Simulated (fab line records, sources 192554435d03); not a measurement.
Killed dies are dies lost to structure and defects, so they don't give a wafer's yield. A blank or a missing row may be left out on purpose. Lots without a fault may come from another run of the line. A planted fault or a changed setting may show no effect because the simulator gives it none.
Chamber matching | flow n5_finfet | N5_HKMG_FIN_ETCH_67 on rie_diel-06: 4 sister chambers
The step etches SOC in N2/H2, stops on TiN, target depth 388.9 nm. 14 wafers are shown with their chamber, then 7 later ones without.

WAFERS WITH THEIR CHAMBER
wafer  | chamber | drypump_motor_current_A (A) | showerhead_plenum_p_Torr (Torr) | throttle_valve_pct (%)
L075.3 | 2       | 5.9                         | 2.45                            | 17.57
L075.4 | 3       | 4.9                         | 2.59                            | 17.96
L075.5 | 2       | 5.9                         | 2.45                            | 17.59
L076.2 | 2       | 5.9                         | 2.45                            | 17.57
L076.4 | 3       | 4.9                         | 2.59                            | 17.95
L076.6 | 2       | 5.9                         | 2.45                            | 17.57
L077.1 | 1       | 5.7                         | 2.67                            | 18.16
L077.3 | 0       | 6.8                         | 2.47                            | 17.46
L077.5 | 3       | 4.9                         | 2.58                            | 17.96
L087.2 | 3       | 4.9                         | 2.58                            | 17.99
L087.5 | 0       | 6.8                         | 2.46                            | 17.49
L087.6 | 3       | 4.9                         | 2.58                            | 18.00
L090.1 | 0       | 6.9                         | 2.46                            | 17.49
L090.3 | 3       | 4.9                         | 2.57                            | 18.02

SIGNATURES (means of the wafers above)
reading                  | chamber 0 | chamber 1 | chamber 2 | chamber 3 | scatter within a chamber
drypump_motor_current_A  | 6.833     | 5.700     | 5.900     | 4.900     | 0.0258
showerhead_plenum_p_Torr | 2.4633    | 2.6700    | 2.4500    | 2.5817    | 0.00592
throttle_valve_pct       | 17.4800   | 18.1600   | 17.5750   | 17.9800   | 0.0217
Rule: a wafer's distance from a chamber is the root of the sum, over the readings, of the square of ((its reading less the chamber's mean) divided by the reading's scatter). The wafer belongs to the nearest chamber; if the next one is less than 2 further off, it can't be placed. The scatter: the root of (the sum of the squares of (reading less its chamber's mean) over the shown wafers, divided by (wafers less chambers)).

WAFERS WITHOUT THEIR CHAMBER
wafer  | drypump_motor_current_A (A) | showerhead_plenum_p_Torr (Torr) | throttle_valve_pct (%)
L090.6 | 5.9                         | 2.43                            | 17.62
L092.1 | 5.7                         | 2.65                            | 18.21
L092.4 | 4.9                         | 2.57                            | 18.02
L092.6 | 5.7                         | 2.65                            | 18.21
L094.2 | 6.9                         | 2.45                            | 17.52
L094.3 | 5.7                         | 2.65                            | 18.22
L094.4 | 4.9                         | 2.57                            | 18.05

WHICH CHAMBER EACH WENT THROUGH
wafer  | from the rows above | in truth
L090.6 | 2                   | 2
L092.1 | 1                   | 1
L092.4 | 3                   | 3
L092.6 | 1                   | 1
L094.2 | 0                   | 0
L094.3 | 1                   | 1
L094.4 | 3                   | 3
Placed correctly: 7 of 7. Can't be placed from these rows: 0. Placed wrongly: 0.
